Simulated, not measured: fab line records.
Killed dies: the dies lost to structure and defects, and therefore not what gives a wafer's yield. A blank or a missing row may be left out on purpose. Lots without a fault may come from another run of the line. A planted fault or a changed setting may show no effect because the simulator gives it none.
The tool behind it: which one? / flow nand-harc / Sampling: 12 lots, 36 wafers, 7 of 1302 route steps

== WHAT THE GAUGES READ, wafer by wafer ==
NHARC_A_ZERO_WELL_INSPECT_17. Usual: raw-defect-count 11, standard deviation 7.1.
lot=L797; measured=day 6 20:15; on=defect-inspect-01; raw-defect-count=7 8 8; flag=
lot=L798; measured=day 7 02:10; on=defect-inspect-02; raw-defect-count=4 3 6; flag=
lot=L799; measured=day 7 15:52; on=defect-inspect-02; raw-defect-count=9 11 9; flag=
lot=L800; measured=day 8 00:09; on=defect-inspect-02; raw-defect-count=11 6 7; flag=
lot=L801; measured=day 8 11:24; on=defect-inspect-01; raw-defect-count=4 11 15; flag=
lot=L802; measured=day 8 19:02; on=defect-inspect-01; raw-defect-count=4 6 5; flag=
lot=L807; measured=day 11 11:43; on=defect-inspect-01; raw-defect-count=5 346 4; flag=OFF
lot=L816; measured=day 14 15:56; on=defect-inspect-02; raw-defect-count=15 4 7; flag=
lot=L817; measured=day 15 05:50; on=defect-inspect-02; raw-defect-count=6 7 5; flag=
lot=L818; measured=day 15 17:16; on=defect-inspect-02; raw-defect-count=9 5 4; flag=
lot=L819; measured=day 15 22:44; on=defect-inspect-02; raw-defect-count=9 7 11; flag=
lot=L820; measured=day 16 06:47; on=defect-inspect-02; raw-defect-count=3 2 1; flag=

NHARC_A_SOURCE_PLATE_INSPECT_08. Usual: raw-defect-count 56, standard deviation 19.
lot=L797; measured=day 7 15:02; on=defect-inspect-01; raw-defect-count=33 27 44; flag=
lot=L798; measured=day 8 01:52; on=defect-inspect-01; raw-defect-count=44 46 38; flag=
lot=L799; measured=day 8 11:50; on=defect-inspect-01; raw-defect-count=64 64 53; flag=
lot=L800; measured=day 8 22:21; on=defect-inspect-02; raw-defect-count=65 48 47; flag=
lot=L801; measured=day 9 07:16; on=defect-inspect-01; raw-defect-count=47 54 31; flag=
lot=L802; measured=day 9 14:50; on=defect-inspect-02; raw-defect-count=27 45 38; flag=
lot=L807; measured=day 12 06:50; on=defect-inspect-01; raw-defect-count=63 426 70; flag=OFF
lot=L816; measured=day 15 13:28; on=defect-inspect-02; raw-defect-count=61 31 74; flag=
lot=L817; measured=day 16 02:08; on=defect-inspect-01; raw-defect-count=40 36 51; flag=
lot=L818; measured=day 16 14:10; on=defect-inspect-02; raw-defect-count=60 27 29; flag=
lot=L819; measured=day 16 19:31; on=defect-inspect-02; raw-defect-count=84 118 54; flag=
lot=L820; measured=day 17 05:22; on=defect-inspect-02; raw-defect-count=50 39 76; flag=

NHARC_END_SORT_01. Usual: killed-at-array 63, standard deviation 17; killed-at-other 0.8, standard deviation 1.1; killed-at-periphery 3.5, standard deviation 3; killed-dies 67, standard deviation 17; killed-open 3.1, standard deviation 1.6; killed-short 2.6, standard deviation 1.4.
lot=L807; measured=day 29 01:03; on=prober-01; killed-at-array=40 78 46; killed-at-other=0 1 2; killed-at-periphery=0 1 2; killed-dies=40 80 50; killed-open=3 3 2; killed-short=2 2 1; flag=

== TOOL THAT RAN EACH LOT (tool first, then ch and the chambers of the sampled wafers, then the start) ==
lot=L797; NHARC_P_BONDPAD_DESCUM_11=rie-diel-04 ch 0,1,2, day 6 15:01; NHARC_P_BONDPAD_PRE_CLEAN_26=pvd-sputter-02, day 6 17:04 or earlier; NHARC_P_BONDPAD_CMP_19=cmp-03 ch 1,2,3, day 6 17:04; NHARC_A_ZERO_WELL_STRIP_14=wet-bench-03 ch 0,1,7, day 6 19:20
lot=L798; NHARC_P_BONDPAD_DESCUM_11=rie-diel-02 ch 0,2,3, day 6 20:43; NHARC_P_BONDPAD_PRE_CLEAN_26=pvd-sputter-03, day 6 22:50 or earlier; NHARC_P_BONDPAD_CMP_19=cmp-02 ch 2,3, day 6 22:50; NHARC_A_ZERO_WELL_STRIP_14=wet-bench-06 ch 0,4,5, day 7 01:13
lot=L799; NHARC_P_BONDPAD_DESCUM_11=rie-diel-04 ch 0,1,3, day 7 10:38; NHARC_P_BONDPAD_PRE_CLEAN_26=pvd-sputter-03, day 7 12:44 or earlier; NHARC_P_BONDPAD_CMP_19=cmp-02 ch 0,1,3, day 7 12:44; NHARC_A_ZERO_WELL_STRIP_14=wet-bench-05 ch 1,5,7, day 7 14:54
lot=L800; NHARC_P_BONDPAD_DESCUM_11=rie-diel-04 ch 0,1,3, day 7 18:51; NHARC_P_BONDPAD_PRE_CLEAN_26=pvd-sputter-03, day 7 20:53 or earlier; NHARC_P_BONDPAD_CMP_19=cmp-02 ch 2,3, day 7 20:53; NHARC_A_ZERO_WELL_STRIP_14=wet-bench-05 ch 3,4,7, day 7 23:12
lot=L801; NHARC_P_BONDPAD_DESCUM_11=rie-diel-12 ch 0,1,2, day 8 06:11; NHARC_P_BONDPAD_PRE_CLEAN_26=pvd-sputter-02, day 8 08:16 or earlier; NHARC_P_BONDPAD_CMP_19=cmp-02 ch 0,2,3, day 8 08:16; NHARC_A_ZERO_WELL_STRIP_14=wet-bench-03 ch 1,5,6, day 8 10:28
lot=L802; NHARC_P_BONDPAD_DESCUM_11=rie-diel-12 ch 0,1, day 8 13:26; NHARC_P_BONDPAD_PRE_CLEAN_26=pvd-sputter-01, day 8 15:29 or earlier; NHARC_P_BONDPAD_CMP_19=cmp-03 ch 0,1, day 8 15:29; NHARC_A_ZERO_WELL_STRIP_14=wet-bench-05 ch 4,6,7, day 8 17:49
lot=L807; NHARC_P_BONDPAD_DESCUM_11=rie-diel-02 ch 0,1,2, day 11 06:24; NHARC_P_BONDPAD_PRE_CLEAN_26=pvd-sputter-02, day 11 08:25 or earlier; NHARC_P_BONDPAD_CMP_19=cmp-02 ch 0,2,3, day 11 08:25; NHARC_A_ZERO_WELL_STRIP_14=wet-bench-06 ch 3,4,6, day 11 10:46
lot=L816; NHARC_P_BONDPAD_DESCUM_11=rie-diel-04 ch 1,2, day 14 10:31; NHARC_P_BONDPAD_PRE_CLEAN_26=pvd-sputter-01, day 14 12:38 or earlier; NHARC_P_BONDPAD_CMP_19=cmp-03 ch 0,2, day 14 12:38; NHARC_A_ZERO_WELL_STRIP_14=wet-bench-05 ch 1,3,4, day 14 14:56
lot=L817; NHARC_P_BONDPAD_DESCUM_11=rie-diel-02 ch 1,2, day 14 23:59; NHARC_P_BONDPAD_PRE_CLEAN_26=pvd-sputter-02, day 15 02:30 or earlier; NHARC_P_BONDPAD_CMP_19=cmp-04 ch 0,2,3, day 15 02:30; NHARC_A_ZERO_WELL_STRIP_14=wet-bench-05 ch 3,5,6, day 15 04:50
lot=L818; NHARC_P_BONDPAD_DESCUM_11=rie-diel-04 ch 0,3, day 15 11:47; NHARC_P_BONDPAD_PRE_CLEAN_26=pvd-sputter-02, day 15 13:50 or earlier; NHARC_P_BONDPAD_CMP_19=cmp-03 ch 0,1,3, day 15 13:50; NHARC_A_ZERO_WELL_STRIP_14=wet-bench-06 ch 0,3,6, day 15 16:14
lot=L819; NHARC_P_BONDPAD_DESCUM_11=rie-diel-12 ch 0,2,3, day 15 17:18; NHARC_P_BONDPAD_PRE_CLEAN_26=pvd-sputter-01, day 15 19:19 or earlier; NHARC_P_BONDPAD_CMP_19=cmp-04 ch 1,2,3, day 15 19:19; NHARC_A_ZERO_WELL_STRIP_14=wet-bench-06 ch 0,4,5, day 15 21:44
lot=L820; NHARC_P_BONDPAD_DESCUM_11=rie-diel-12 ch 0,1,3, day 16 01:03; NHARC_P_BONDPAD_PRE_CLEAN_26=pvd-sputter-03, day 16 03:13 or earlier; NHARC_P_BONDPAD_CMP_19=cmp-04 ch 1,2, day 16 03:13; NHARC_A_ZERO_WELL_STRIP_14=wet-bench-03 ch 0,1,3, day 16 05:41
- NHARC_P_BONDPAD_DESCUM_11: chemistry O2, time 3 s.
- NHARC_P_BONDPAD_PRE_CLEAN_26: time 30 s.
- NHARC_P_BONDPAD_CMP_19: polishes, t overpolish 30 s, cu recess touch 16 s, target thk 160.81 nm.
- NHARC_A_ZERO_WELL_STRIP_14: strips in SPM, time 900 s.

== AS READ BY THE TOOLS THEMSELVES (means over the sampled wafers that have a number; for cases with no such wafer, the mark the record gives instead) ==
NHARC_P_BONDPAD_DESCUM_11. Usual: drypump-motor-current-A 5.7 A, standard deviation 0.36; oes-product-au 0.999 a.u., standard deviation 0.011; rf-vpp-V 57.8 V, standard deviation 0.82; showerhead-plenum-p-Torr 1.93 Torr, standard deviation 0.064; throttle-valve-pct 11.310 %, standard deviation 0.0093.
lot=L797; tool=rie-diel-04; drypump-motor-current-A (A)=5.9; oes-product-au (a.u.)=0.998; rf-vpp-V (V)=58.5; showerhead-plenum-p-Torr (Torr)=1.95; throttle-valve-pct (%)=11.312; flag=
lot=L798; tool=rie-diel-02; drypump-motor-current-A (A)=5.7; oes-product-au (a.u.)=1.002; rf-vpp-V (V)=57.9; showerhead-plenum-p-Torr (Torr)=1.93; throttle-valve-pct (%)=11.314; flag=
lot=L799; tool=rie-diel-04; drypump-motor-current-A (A)=5.6; oes-product-au (a.u.)=0.994; rf-vpp-V (V)=57.5; showerhead-plenum-p-Torr (Torr)=1.99; throttle-valve-pct (%)=11.314; flag=
lot=L800; tool=rie-diel-04; drypump-motor-current-A (A)=5.6; oes-product-au (a.u.)=0.991; rf-vpp-V (V)=58.3; showerhead-plenum-p-Torr (Torr)=1.99; throttle-valve-pct (%)=11.306; flag=
lot=L801; tool=rie-diel-12; drypump-motor-current-A (A)=5.5; oes-product-au (a.u.)=1.002; rf-vpp-V (V)=57.0; showerhead-plenum-p-Torr (Torr)=1.87; throttle-valve-pct (%)=11.313; flag=
lot=L802; tool=rie-diel-12; drypump-motor-current-A (A)=5.5; oes-product-au (a.u.)=0.993; rf-vpp-V (V)=57.3; showerhead-plenum-p-Torr (Torr)=1.90; throttle-valve-pct (%)=11.316; flag=
lot=L807; tool=rie-diel-02; drypump-motor-current-A (A)=5.4; oes-product-au (a.u.)=1.003; rf-vpp-V (V)=58.2; showerhead-plenum-p-Torr (Torr)=1.89; throttle-valve-pct (%)=11.302; flag=
lot=L816; tool=rie-diel-04; drypump-motor-current-A (A)=6.0; oes-product-au (a.u.)=1.005; rf-vpp-V (V)=57.9; showerhead-plenum-p-Torr (Torr)=1.93; throttle-valve-pct (%)=11.305; flag=
lot=L817; tool=rie-diel-02; drypump-motor-current-A (A)=5.1; oes-product-au (a.u.)=1.010; rf-vpp-V (V)=57.7; showerhead-plenum-p-Torr (Torr)=1.87; throttle-valve-pct (%)=11.304; flag=
lot=L818; tool=rie-diel-04; drypump-motor-current-A (A)=5.8; oes-product-au (a.u.)=0.988; rf-vpp-V (V)=58.5; showerhead-plenum-p-Torr (Torr)=1.99; throttle-valve-pct (%)=11.307; flag=
lot=L819; tool=rie-diel-12; drypump-motor-current-A (A)=5.6; oes-product-au (a.u.)=1.010; rf-vpp-V (V)=57.9; showerhead-plenum-p-Torr (Torr)=1.90; throttle-valve-pct (%)=11.308; flag=
lot=L820; tool=rie-diel-12; drypump-motor-current-A (A)=5.7; oes-product-au (a.u.)=1.003; rf-vpp-V (V)=57.0; showerhead-plenum-p-Torr (Torr)=1.92; throttle-valve-pct (%)=11.304; flag=

NHARC_P_BONDPAD_PRE_CLEAN_26. Usual: heater-power-w 421 W, standard deviation 31.
lot=L797; tool=pvd-sputter-02; heater-power-w (W)=427; flag=
lot=L798; tool=pvd-sputter-03; heater-power-w (W)=414; flag=
lot=L799; tool=pvd-sputter-03; heater-power-w (W)=421; flag=
lot=L800; tool=pvd-sputter-03; heater-power-w (W)=423; flag=
lot=L801; tool=pvd-sputter-02; heater-power-w (W)=460; flag=
lot=L802; tool=pvd-sputter-01; heater-power-w (W)=414; flag=
lot=L807; tool=pvd-sputter-02; heater-power-w (W)=405; flag=
lot=L816; tool=pvd-sputter-01; heater-power-w (W)=431; flag=
lot=L817; tool=pvd-sputter-02; heater-power-w (W)=422; flag=
lot=L818; tool=pvd-sputter-02; heater-power-w (W)=439; flag=
lot=L819; tool=pvd-sputter-01; heater-power-w (W)=434; flag=
lot=L820; tool=pvd-sputter-03; heater-power-w (W)=433; flag=

NHARC_P_BONDPAD_CMP_19. Usual: motor-current-A 12.7 A, standard deviation 1.9; overpolish-run-s 30.000 s, standard deviation 0.0091.
lot=L797; tool=cmp-03; motor-current-A (A)=11.8; overpolish-run-s (s)=30.002; flag=
lot=L798; tool=cmp-02; motor-current-A (A)=14.1; overpolish-run-s (s)=29.993; flag=
lot=L799; tool=cmp-02; motor-current-A (A)=13.7; overpolish-run-s (s)=30.004; flag=
lot=L800; tool=cmp-02; motor-current-A (A)=12.3; overpolish-run-s (s)=30.009; flag=
lot=L801; tool=cmp-02; motor-current-A (A)=13.7; overpolish-run-s (s)=30.002; flag=
lot=L802; tool=cmp-03; motor-current-A (A)=12.3; overpolish-run-s (s)=30.005; flag=
lot=L807; tool=cmp-02; motor-current-A (A)=13.5; overpolish-run-s (s)=29.999; flag=
lot=L816; tool=cmp-03; motor-current-A (A)=11.5; overpolish-run-s (s)=29.992; flag=
lot=L817; tool=cmp-04; motor-current-A (A)=11.9; overpolish-run-s (s)=30.001; flag=
lot=L818; tool=cmp-03; motor-current-A (A)=12.1; overpolish-run-s (s)=29.996; flag=
lot=L819; tool=cmp-04; motor-current-A (A)=12.3; overpolish-run-s (s)=29.994; flag=
lot=L820; tool=cmp-04; motor-current-A (A)=12.0; overpolish-run-s (s)=30.000; flag=

== THE ANSWER, worked out from the rows above alone ==
Rule: a lot counts as off when the mean over its wafers that have a number is more than 3 standard deviations away from the usual mean. A lot without any number at a reading at which 4 lots or more have one is off too. Where the step has rows for the other lots, those lots are counted as sound. The gauges are gone through in route order, then the tools' own readings, and for those a lot's mean is taken as printed above. The first step at which some lot is off is used, and at that step the reading that is off furthest; a lot without a number counts as furthest.
Off, at NHARC_A_ZERO_WELL_INSPECT_17 on raw-defect-count: L807.
If a tool, at a process step before that reading, ran all the lots that are off and no sound lot after the first of them, it fits. The gauges at NHARC_A_ZERO_WELL_INSPECT_17 are tried like those tools. NHARC_P_BONDPAD_PRE_CLEAN_26 gives no start for some lots, so the hours and the order of its lots are those of NHARC_P_BONDPAD_CMP_19. 2 tools fit, cmp-02 at NHARC_P_BONDPAD_CMP_19 and defect-inspect-01 at NHARC_A_ZERO_WELL_INSPECT_17, so this cannot tell which one it is.

== WHAT WAS PUT IN BY THE SIMULATOR ==
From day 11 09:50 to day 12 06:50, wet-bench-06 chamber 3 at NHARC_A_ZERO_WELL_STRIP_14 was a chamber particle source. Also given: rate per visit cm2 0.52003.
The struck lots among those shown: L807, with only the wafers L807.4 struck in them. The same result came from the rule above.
